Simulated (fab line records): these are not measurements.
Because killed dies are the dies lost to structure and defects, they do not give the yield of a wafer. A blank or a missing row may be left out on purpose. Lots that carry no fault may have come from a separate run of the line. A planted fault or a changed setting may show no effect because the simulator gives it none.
Chamber matching :: flow nandHarc :: NHARC_A_BLC_CMP_25 on cmp-02: 4 sister chambers
The step polishes, t overpolish 30 s, target thk 150 nm. 8 wafers are shown with their chamber, then 7 later ones without.

WAFERS WITH THEIR CHAMBER
wafer: L076.5
chamber: 2
motorCurrentA (A): 11.6
timeToEndpointS (s): 29.6

wafer: L077.4
chamber: 2
motorCurrentA (A): 10.9
timeToEndpointS (s): 29.7

wafer: L077.5
chamber: 3
motorCurrentA (A): 11.7
timeToEndpointS (s): 30.3

wafer: L083.1
chamber: 1
motorCurrentA (A): 13.2
timeToEndpointS (s): 32.4

wafer: L083.2
chamber: 0
motorCurrentA (A): 10.7
timeToEndpointS (s): 30.3

wafer: L083.3
chamber: 3
motorCurrentA (A): 12.1
timeToEndpointS (s): 30.1

wafer: L086.1
chamber: 1
motorCurrentA (A): 13.6
timeToEndpointS (s): 31.4

wafer: L086.2
chamber: 0
motorCurrentA (A): 11.2
timeToEndpointS (s): 30.7

WAFERS WITHOUT THEIR CHAMBER
wafer: L086.5
motorCurrentA (A): 11.5
timeToEndpointS (s): 31.7

wafer: L089.2
motorCurrentA (A): 12.0
timeToEndpointS (s): 28.8

wafer: L089.3
motorCurrentA (A): 11.4
timeToEndpointS (s): 28.3

wafer: L089.5
motorCurrentA (A): 11.3
timeToEndpointS (s): 27.4

wafer: L096.1
motorCurrentA (A): 11.7
timeToEndpointS (s): 27.9

wafer: L096.3
motorCurrentA (A): 11.1
timeToEndpointS (s): 31.6

wafer: L096.6
motorCurrentA (A): 11.2
timeToEndpointS (s): 28.9

WHICH CHAMBER EACH WENT THROUGH
wafer: L086.5
from the rows above: can't be placed: 0 or 3 or 1 or 2
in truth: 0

wafer: L089.2
from the rows above: can't be placed: 2 or 3
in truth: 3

wafer: L089.3
from the rows above: can't be placed: 2 or 3
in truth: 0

wafer: L089.5
from the rows above: can't be placed: 2 or 3
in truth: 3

wafer: L096.1
from the rows above: can't be placed: 2 or 3
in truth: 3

wafer: L096.3
from the rows above: can't be placed: 0 or 3
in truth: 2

wafer: L096.6
from the rows above: can't be placed: 2 or 3
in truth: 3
0 of 7 placed correctly. Unplaceable from these rows: 7, with the true chamber sitting among the candidates in 5. Wrongly placed: 0.
How it was worked out, from the rows above alone: a wafer's distance from a chamber is the root of the sum, over the readings, of the square of ((its reading less the chamber's mean) divided by the reading's scatter). The wafer belongs to the nearest chamber; if the next one is less than 2 further off, it can't be placed. Each chamber's mean is taken over the wafers shown for it. How the scatter is found: for the shown wafers, subtract from each reading the mean of its chamber, square and add these, divide the total by (wafers less chambers), then take the root.
